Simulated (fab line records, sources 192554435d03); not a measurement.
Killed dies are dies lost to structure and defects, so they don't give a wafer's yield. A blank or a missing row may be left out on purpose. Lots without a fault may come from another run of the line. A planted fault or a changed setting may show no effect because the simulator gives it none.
Split-lot experiment | flow n5_finfet | 7 lots, 39 wafers read, on a route of 1938 steps

THE SPLIT
At N5_GATE_CUT_HM_DEP_46 (deposits SiO2 from TEOS/O2, target thk 130 nm, time 26.6 s), the setting time_s was moved away from the recipe's 26.6 s on 12 of the 39 wafers read, by -4.4% to +15.9%. The other wafers ran this setting at the recipe's value.

FROM THE SPLIT TO THE READING: what the file shows between them, 9 steps
- N5_GATE_CUT_ETCH_37: etches SOC in N2/H2, target depth 60 nm, overetch 12 nm, time 90 s (also split here: bias_w)
- N5_GATE_CUT_STRIP_38: strips in N2/H2
- N5_GATE_CUT_STRIP_39: strips in N2/H2
- N5_GATE_CUT_HM_OPEN_40: chemistry C4F6/O2, target SiO2, target depth 139 nm, time 85.1 s
- N5_GATE_CUT_STRIP_41: strips in CF4
- N5_GATE_CUT_STRIP_42: strips in O2
- N5_GATE_CUT_SRD_52: time 30 s
- N5_GATE_CUT_ALD_22: deposits SiNx, target thk 16 nm, pulse time 1 s, ald cycles 320
- N5_GATE_CUT_CMP_23: polishes, stops on SiO2, t overpolish 23.4 s, target thk 16 nm

THE READING
GC_FILL_THK, in nm, at N5_GATE_CUT_THK_MEAS_24. Fault-free wafers of this fab line usually give 219.1 nm, standard deviation 2.2 nm.

wafer  | tool, chamber at the split | time_s as run, s | against the recipe | GC_FILL_THK, nm | against lot-mates on the recipe
L075.1 | pecvd-02, 2                | 30.15            | +13.3%             | 231.6           | +13.7
L075.2 | pecvd-02, 1,0              | 26.6             | recipe             | 219.0           | -
L075.3 | pecvd-02, 0                | 30.15            | +13.3%             | 233.1           | +15.2
L075.4 | pecvd-02, 1,0              | 26.6             | recipe             | 215.7           | -
L075.5 | pecvd-02, 2                | 26.6             | recipe             | 219.1           | -
L075.6 | pecvd-02, 1                | 30.15            | +13.3%             | 235.7           | +17.8
L081.1 | pecvd-02, 1,2              | 26.6             | recipe             | 215.7           | -
L081.2 | pecvd-02, 2                | 30.82            | +15.9%             | 237.1           | +20.3
L081.3 | pecvd-02, 0                | 30.82            | +15.9%             | 233.0           | +16.2
L081.4 | pecvd-02, 1,2              | 26.6             | recipe             | 217.5           | -
L081.5 | pecvd-02, 1                | 26.6             | recipe             | 217.1           | -
L081.6 | pecvd-02, 0                | 30.82            | +15.9%             | 236.7           | +19.9
L082.1 | pecvd-02, 0                | 25.44            | -4.4%              | 210.3           | -7.7
L082.2 | pecvd-02, 2                | 26.6             | recipe             | 215.4           | -
L082.3 | pecvd-02, 1,0              | 25.44            | -4.4%              | 212.3           | -5.7
L082.4 | pecvd-02, 1,0              | 25.44            | -4.4%              | 213.8           | -4.2
L082.5 | pecvd-02, 2                | 26.6             | recipe             | 217.3           | -
L082.6 | pecvd-02, 1                | 26.6             | recipe             | 221.2           | -
L084.1 | pecvd-03, 2                | 26.6             | recipe             | 217.5           | -
L084.2 | pecvd-03, 0                | 26.6             | recipe             | 216.9           | -
L084.3 | pecvd-03, 0                | 26.6             | recipe             | 220.9           | -
L084.4 | pecvd-03, 2                | 26.6             | recipe             | 220.2           | -
L084.5 | pecvd-03, 2                | 26.6             | recipe             | 220.4           | -
L084.6 | pecvd-03, 0                | 26.6             | recipe             | 220.4           | -
L089.1 | pecvd-03, 2                | 29.86            | +12.3%             | 234.2           | +12.5
L089.2 | pecvd-03, 1                | 29.86            | +12.3%             | 234.5           | +12.8
L089.3 | pecvd-03, 0                | 26.6             | recipe             | 220.6           | -
L089.4 | pecvd-03, 0                | 26.6             | recipe             | 222.8           | -
L089.5 | pecvd-03, 2                | 29.86            | +12.3%             | 239.0           | +17.3
L089.6 | pecvd-03, 1                | 26.6             | recipe             | 221.7           | -
L092.1 | pecvd-03, 0                | 26.6             | recipe             | 217.4           | -
L092.3 | pecvd-03, 2                | 26.6             | recipe             | 218.4           | -
L092.5 | pecvd-03, 0                | 26.6             | recipe             | 220.5           | -
L097.1 | pecvd-04, 2                | 26.6             | recipe             | 217.9           | -
L097.2 | pecvd-04, 1                | 26.6             | recipe             | 216.6           | -
L097.3 | pecvd-04, 0                | 26.6             | recipe             | 218.4           | -
L097.4 | pecvd-04, 0                | 26.6             | recipe             | 220.5           | -
L097.5 | pecvd-04, 2                | 26.6             | recipe             | 219.6           | -
L097.6 | pecvd-04, 1                | 26.6             | recipe             | 219.4           | -
Where a row lists several chambers, the file gives one row for several wafers and doesn't say which wafer went through which chamber.

THE FIT
A straight line over all 39 wafers: GC_FILL_THK changes by +1.18 nm for each +1% of time_s; r = +0.96; the points scatter about the line by 2.2 nm.
The same after taking each lot's own level away (the mean of its wafers on the recipe; 39 wafers): +1.18 nm for each +1%; r = +0.98; scatter 1.6 nm.
On that fit, the largest move of time_s shifts the reading by 19 nm.
The lots' own levels span 216.77 to 221.70 nm, that is 2.2 times the standard deviation above.
So the lot-to-lot level changes the slope little: the two slopes agree.
Check: with one of the wafers moved furthest among these (+15.9%) left out of the fit, the line predicts +18.4 nm for it against its lot-mates. It came out at +20.3 nm against them.

OTHER SPLITS ON THESE WAFERS
These wafers also went through other splits before the reading. Each is held against what the fit with the lots' levels taken away leaves over:
other split on the same wafers               | wafers away from the commonest value | r with GC_FILL_THK (lot level and that fit taken away)
N5_FIN_CUT_ETCH_21 time_s                    | 12                                   | -0.13
N5_STI_FIN_REVEAL_ETCHBACK_08 target_depth_a | 15                                   | +0.00
N5_STI_FIN_REVEAL_OXIDATION_31 time_s        | 12                                   | +0.11
N5_DUMMY_GATE_ETCH_37 source_w               | 9                                    | -0.23
N5_GATE_CUT_ETCH_37 bias_w                   | 15                                   | +0.12

THE WHOLE CHAIN: every reading that the file lists as answering this split, in the file's order
step                    | what it does                                                     | reading                                                                            | change (the file's fit)                | r (the file's)
N5_GATE_CUT_HM_DEP_46   | deposits SiO2 from TEOS/O2, target thk 130 nm, time 26.6 s       | SiO2_of_GATE_CUT_HM_DEP_46.thk_nm (the simulator's own value, which no gauge read) | +1.16 nm for each +1% of the setting   | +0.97
N5_GATE_CUT_HM_OPEN_40  | chemistry C4F6/O2, target SiO2, target depth 139 nm, time 85.1 s | etch_rf_on_time_s                                                                  | withheld for each +1% of the setting   | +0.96
N5_GATE_CUT_HM_OPEN_40  | chemistry C4F6/O2, target SiO2, target depth 139 nm, time 85.1 s | etch.depth_nm (the simulator's own value, which no gauge read)                     | +1.16 nm for each +1% of the setting   | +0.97
N5_GATE_CUT_HM_OPEN_40  | chemistry C4F6/O2, target SiO2, target depth 139 nm, time 85.1 s | SOC_of_GATE_CUT_COAT_34.thk_nm (the simulator's own value, which no gauge read)    | -0.26 nm for each +1% of the setting   | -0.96
N5_GATE_CUT_CMP_23      | polishes, stops on SiO2, t overpolish 23.4 s, target thk 16 nm   | SiO2_of_GATE_CUT_HM_DEP_46.thk_nm (the simulator's own value, which no gauge read) | +1.15 nm for each +1% of the setting   | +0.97
N5_GATE_CUT_THK_MEAS_24 |                                                                  | GC_FILL_THK                                                                        | +1.18 for each +1% of the setting      | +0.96
N5_GATE_CUT_CMP_43      | polishes SiO2                                                    | SiO2_of_GATE_CUT_HM_DEP_46.thk_nm (the simulator's own value, which no gauge read) | +0.0526 nm for each +1% of the setting | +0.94

THE FILE'S OWN FIT
GC_FILL_THK changes by +1.18 nm for each +1% of time_s, r = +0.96.
